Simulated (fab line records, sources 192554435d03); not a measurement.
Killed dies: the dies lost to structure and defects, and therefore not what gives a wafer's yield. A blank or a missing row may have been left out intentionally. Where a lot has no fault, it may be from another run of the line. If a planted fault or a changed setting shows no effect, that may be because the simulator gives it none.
Split-lot study	flow n5 finfet	7 lots, 21 wafers read, on a route of 1938 steps

## THE SPLIT
At N5_BEOL_M7_DESCUM_33 (chemistry O2, time 7 s), the setting time s was moved away from the recipe's 7 s on 8 of the 21 wafers read, by -17.1% to +9.6%. All remaining wafers had this setting at the recipe value.

Split to reading: the file shows no intervening step.

## THE READING
CAR-EUV_of_BEOL_M7_COAT_22.thk nm (the simulator's own value, which no gauge read), in nm, at N5_BEOL_M7_ETCH_72 (etches underlayer in N2/H2, target depth 6.5 nm, time 5.2 s). There is no usual value for it anywhere in the file. Across the 13 wafers here that went through the recipe, the average is 20.4 nm and the standard deviation 0.13 nm.

wafer	tool, chamber at the split	time s as run, s	against the recipe	CAR-EUV_of_BEOL_M7_COAT_22.thk nm, nm	against lot-mates on the recipe
L075.3	rie diel-04, 0,3,2	7	recipe	20.6	-
L075.5	rie diel-04, 0,3,2	7	recipe	20.6	-
L075.6	rie diel-04, 0,3,2	7	recipe	20.6	-
L080.1	rie diel-04, 0,2	7	recipe	20.4	-
L080.2	rie diel-04, 3	7	recipe	20.4	-
L080.4	rie diel-04, 0,2	7	recipe	20.4	-
L081.1	rie diel-03, 3,1	6.43	-8.1%	21	+0.4
L081.4	rie diel-03, 3,1	6.43	-8.1%	20.8	+0.2
L081.6	rie diel-03, 3	7	recipe	20.6	-
L087.1	rie diel-01, 1	7	recipe	20.4	-
L087.3	rie diel-01, 3	5.916	-15.5%	20.8	+0.4
L087.4	rie diel-01, 0	7	recipe	20.4	-
L089.2	rie diel-01, 2	7.673	+9.6%	20	-0.4
L089.4	rie diel-01, 1	7	recipe	20.4	-
L089.5	rie diel-01, 2	7.673	+9.6%	19.8	-0.6
L090.1	rie diel-03, 3	6.444	-7.9%	20.6	+0.4
L090.2	rie diel-03, 0	7	recipe	20.2	-
L090.5	rie diel-03, 2	6.444	-7.9%	20.8	+0.6
L094.1	rie diel-03, 1,0	7	recipe	20.2	-
L094.5	rie diel-03, 1	5.801	-17.1%	21	+0.7
L094.6	rie diel-03, 1,0	7	recipe	20.4	-
When a row names more than one chamber, that row covers several wafers, and the file does not tell which wafer ran in which chamber.

FIT RESULTS
A straight line over all 21 wafers: CAR-EUV_of_BEOL_M7_COAT_22.thk nm changes by -0.0395 nm for each +1% of time s; r = -0.87; the points scatter about the line by 0.15 nm.
The same after taking each lot's own level away (the mean of its wafers on the recipe; 21 wafers): -0.0421 nm for each +1%; r = -0.94; scatter 0.11 nm.
Per that fit: largest time s move, reading shift of 0.72 nm.
Measured against the standard deviation above, the lots' own levels, which go from 20.20 to 20.60 nm, span 3.0 times it.
Hence the lot-to-lot level has little effect on the slope; both slopes agree.
Check: +0.715 nm against its lot-mates is what the line predicts for one of the wafers moved furthest among these (-17.1%) when that wafer is left out of the fit. It came out at +0.7 nm against them.

## FURTHER SPLITS ON THESE WAFERS
Note: prior to the reading, these wafers also went through further splits. Each is held against what the fit with the lots' levels taken away leaves over:
other split on the same wafers	wafers away from the commonest value	r with CAR-EUV_of_BEOL_M7_COAT_22.thk nm (lot level and that fit taken away)
N5_BEOL_M6_TRENCH_ETCH_37 source w	6	+0.29
N5_BEOL_M7_COAT_71 spin rpm	7	+0.21

## THE WHOLE CHAIN: every reading that the file lists as answering this split, in the file's order
step	what it does	reading	change (the file's fit)	r (the file's)
N5_BEOL_M7_DESCUM_33	chemistry O2, time 7 s	CAR-EUV_of_BEOL_M7_COAT_22.thk nm (the simulator's own value, which no gauge read)	-0.041 nm for each +1% of the setting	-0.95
N5_BEOL_M7_ETCH_72	etches underlayer in N2/H2, target depth 6.5 nm, time 5.2 s	CAR-EUV_of_BEOL_M7_COAT_22.thk nm (the simulator's own value, which no gauge read)	-0.0389 nm for each +1% of the setting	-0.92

## FILE'S OWN FIT
CAR-EUV_of_BEOL_M7_COAT_22.thk nm changes by -0.0389 nm for each +1% of time s, r = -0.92.
